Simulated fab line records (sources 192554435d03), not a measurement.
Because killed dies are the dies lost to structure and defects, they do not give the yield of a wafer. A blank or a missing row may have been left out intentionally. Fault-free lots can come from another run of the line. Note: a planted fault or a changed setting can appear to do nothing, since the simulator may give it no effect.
A lot that was struck, set against a sound lot || flow n5 finfet || 22 steps out of a route of 1938
Sound: these wafers, L621.1, L621.4, L621.6. Struck: wafers L629.2, L629.5, L629.6. The cause is given at the end.
For every step that has rows: the tool of each side, followed by ch and its chambers, followed by its first start. Under that, the readings that differ: sound wafers || struck wafers || difference of the means || sigmas: that difference in standard deviations of wafers without a fault.
alike: readings whose means differ by less than 2 such deviations, and words and numbers that are the same on both sides. not compared: withheld readings, readings that some wafer has no value for, bounds like >300 that may hide the same value, and numbers for which the record gives no deviation and whose values overlap.
The two part at a step that has a row with sigmas, a row that says differs or no value, or rows on one side only. Numbers that have no deviation but don't overlap get no sigmas and don't part them. A reading that every wafer of one side lacks parts them only if that side has two wafers or more.

first, 9 steps without rows for these wafers: N5_BEOL_M10_SOFTBAKE_06 (time 60 s); N5_BEOL_M10_EXPOSE_08 (exposes mask M10); N5_BEOL_M10_PEB_09 (peb time 60 s); N5_BEOL_M10_DEVELOP_10 (develop time 30 s); N5_BEOL_M10_DESCUM_16 (chemistry O2, time 7.9 s); N5_BEOL_M10_ETCH_61 (etches SiARC in CF4, target depth 39 nm, time 65 s); N5_BEOL_M10_ETCH_62 (etches SOC in N2/H2, target depth 110 nm, overetch 22 nm, time 165 s); N5_BEOL_M10_STRIP_68 (strips in N2/H2); N5_BEOL_M10_STRIP_67 (strips in CF4).
N5_BEOL_M10_HM_OPEN_17: chemistry Cl2/BCl3, target TiN, target depth 20 nm, overetch 6 nm.
  sound on rie metal-03 ch 0, day 10 22:23; struck on rie metal-03 ch 0,1, day 13 05:52
{"reading": "chamber pressure mTorr (mTorr)", "sound": "9.989 9.976 9.977", "struck": "10.013 10.014 9.987", "difference": "+0.024", "sigmas": "+3"}
  alike: drypump motor current A, oes_ar_750_au, oes product au, throttle valve pct
  not compared: rf hours counter h
then, 9 steps without rows for these wafers: N5_BEOL_M10_STRIP_19 (strips in O2); N5_BEOL_M10_COAT_63 (time 60 s, resist thk 100 nm); N5_BEOL_M10_COAT_64 (time 60 s, resist thk 30 nm); N5_BEOL_M10_COAT_22 (resist thk 90 nm); N5_BEOL_M10_EBR_24; N5_BEOL_M10_SOFTBAKE_23 (time 60 s); N5_BEOL_M10_EXPOSE_25 (exposes mask V9); N5_BEOL_M10_PEB_26 (peb time 60 s); N5_BEOL_M10_DEVELOP_27 (develop time 30 s).
N5_BEOL_M10_INSPECT_30: inspects for defects (brightfield).
  sound on defect inspect-02, day 10 23:05; struck on defect inspect-02, day 13 06:30
{"reading": "raw defect count", "sound": "327 317 370", "struck": "930 842 844", "difference": "+534", "sigmas": "+6"}
then, 1 step without rows for these wafers: N5_BEOL_M10_DESCUM_33 (chemistry O2, time 7.9 s).
-- record jumps: 2 days separate the struck wafers' starts on either side; left off in module BEOL_M10, taken up again in module PASSIVATION, whose first shown step is the route's number 1936 --
N5_PASSIVATION_PROBE_49:
  the record has rows for the struck wafers here (prober-02, day 15 11:12) and none for the sound ones

WHERE THEY PART
First at N5_BEOL_M10_HM_OPEN_17; last, within this record, at N5_PASSIVATION_PROBE_49.

WHY: what had been put in by the simulator
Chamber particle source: rie metal-03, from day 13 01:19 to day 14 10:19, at N5_BEOL_M10_HM_OPEN_17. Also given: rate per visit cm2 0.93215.
